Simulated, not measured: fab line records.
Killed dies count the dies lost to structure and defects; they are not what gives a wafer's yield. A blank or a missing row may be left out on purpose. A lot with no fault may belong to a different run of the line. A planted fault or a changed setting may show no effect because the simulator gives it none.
Split-lot study	flow n5Finfet	39 wafers read across 7 lots, on a route 1938 steps long

## THE SPLIT
At N5_FIN_CUT_ETCH_21 (etches SOC in N2/H2, target depth 219 nm, overetch 43.8 nm, time 523.5 s), the setting timeS was moved away from the recipe's 523.5 s on 15 of the 39 wafers read, by -21.8% to +22.3%. For the rest of the wafers, this setting stayed at what the recipe calls for.

The reading is taken at the split's own step.

## THE READING
SiARC_of_FIN_CUT_COAT_19.thkNm (the simulator's own value, which no gauge read), in nm, at N5_FIN_CUT_ETCH_21 (etches SOC in N2/H2, target depth 219 nm, overetch 43.8 nm, time 523.5 s). The file does not state a usual value for it. Across the 24 wafers here that went through the recipe, the average is 12.0 nm and the standard deviation 0.14 nm.

wafer	tool, chamber at the split	timeS as run, s	against the recipe	SiARC_of_FIN_CUT_COAT_19.thkNm, nm	against lot-mates on the recipe
L075.1	rieDiel-02, 1	422.3	-19.3%	13.4	+1.4
L075.2	rieDiel-02, 3	523.5	recipe	12.2	-
L075.3	rieDiel-02, 2	523.5	recipe	11.8	-
L075.4	rieDiel-02, 0	422.3	-19.3%	13.6	+1.6
L075.5	rieDiel-02, 3	523.5	recipe	12	-
L075.6	rieDiel-02, 0	422.3	-19.3%	13.6	+1.6
L077.1	rieDiel-02, 2	523.5	recipe	11.8	-
L077.2	rieDiel-02, 0	446.2	-14.8%	13.2	+1.3
L077.3	rieDiel-02, 1	523.5	recipe	11.8	-
L077.4	rieDiel-02, 3	523.5	recipe	12	-
L077.5	rieDiel-02, 1	446.2	-14.8%	13	+1.1
L077.6	rieDiel-02, 0	446.2	-14.8%	13.2	+1.3
L082.1	rieDiel-04, 3	563.4	+7.6%	11.2	-0.7
L082.2	rieDiel-04, 0	523.5	recipe	12	-
L082.3	rieDiel-04, 2	563.4	+7.6%	11.4	-0.5
L082.4	rieDiel-04, 0	523.5	recipe	12	-
L082.5	rieDiel-04, 2	523.5	recipe	11.8	-
L082.6	rieDiel-04, 3	563.4	+7.6%	11.2	-0.7
L086.1	rieDiel-02, 1	640.3	+22.3%	10	-1.9
L086.2	rieDiel-02, 3	640.3	+22.3%	10.2	-1.7
L086.3	rieDiel-02, 0	523.5	recipe	12	-
L086.4	rieDiel-02, 2	640.3	+22.3%	10	-1.9
L086.5	rieDiel-02, 2	523.5	recipe	11.8	-
L086.6	rieDiel-02, 3	523.5	recipe	12	-
L092.2	rieDiel-04, 1	523.5	recipe	12.2	-
L092.4	rieDiel-04, 3	523.5	recipe	11.8	-
L092.5	rieDiel-04, 3	523.5	recipe	12	-
L093.1	rieDiel-02, 2	523.5	recipe	12	-
L093.2	rieDiel-02, 1	409.3	-21.8%	13.8	+1.8
L093.3	rieDiel-02, 0	409.3	-21.8%	13.8	+1.8
L093.4	rieDiel-02, 3	523.5	recipe	12	-
L093.5	rieDiel-02, 2	523.5	recipe	12	-
L093.6	rieDiel-02, 3	409.3	-21.8%	13.8	+1.8
L096.1	rieDiel-05, 0	523.5	recipe	11.8	-
L096.2	rieDiel-05, 3	523.5	recipe	11.8	-
L096.3	rieDiel-05, 1	523.5	recipe	12.2	-
L096.4	rieDiel-05, 2	523.5	recipe	12.2	-
L096.5	rieDiel-05, 3	523.5	recipe	11.8	-
L096.6	rieDiel-05, 0	523.5	recipe	11.8	-

FIT RESULTS
A straight line over all 39 wafers: SiARC_of_FIN_CUT_COAT_19.thkNm changes by -0.0837 nm for each +1% of timeS; r = -0.99; the points scatter about the line by 0.13 nm.
The same after taking each lot's own level away (the mean of its wafers on the recipe; 39 wafers): -0.0829 nm for each +1%; r = -0.99; scatter 0.13 nm.
According to that fit, moving timeS by its largest amount changes the reading by 1.8 nm.
From 11.87 to 12.00 nm: that is the span of the lots' own levels, equal to 0.9 times the standard deviation above.
Hence the lot-to-lot level has little effect on the slope; both slopes agree.
Check: -1.84 nm against its lot-mates is what the line predicts for one of the wafers moved furthest among these (+22.3%) when that wafer is left out of the fit. It came out at -1.93 nm against them.

## OTHER SPLITS APPLIED TO THESE WAFERS
Before the reading, these wafers also passed through other splits. Each is held against what the fit with the lots' levels taken away leaves over:
other split on the same wafers	wafers away from the commonest value	r with SiARC_of_FIN_CUT_COAT_19.thkNm (lot level and that fit taken away)
N5_FIN_SAQP_ETCH_34 sourceW	15	-0.08

## THE WHOLE CHAIN: every reading that the file lists as answering this split, in the file's order
step	what it does	reading	change (the file's fit)	r (the file's)
N5_FIN_CUT_ETCH_21	etches SOC in N2/H2, target depth 219 nm, overetch 43.8 nm, time 523.5 s	etch.depthNm (the simulator's own value, which no gauge read)	not straight: 203.5 at the lowest setting, 230.4 at the recipe, 229.6 at the highest	not given
N5_FIN_CUT_ETCH_21	etches SOC in N2/H2, target depth 219 nm, overetch 43.8 nm, time 523.5 s	SiARC_of_FIN_CUT_COAT_19.thkNm (the simulator's own value, which no gauge read)	-0.0827 nm for each +1% of the setting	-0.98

## THE FILE'S OWN FIT
SiARC_of_FIN_CUT_COAT_19.thkNm changes by -0.0827 nm for each +1% of timeS, r = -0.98.
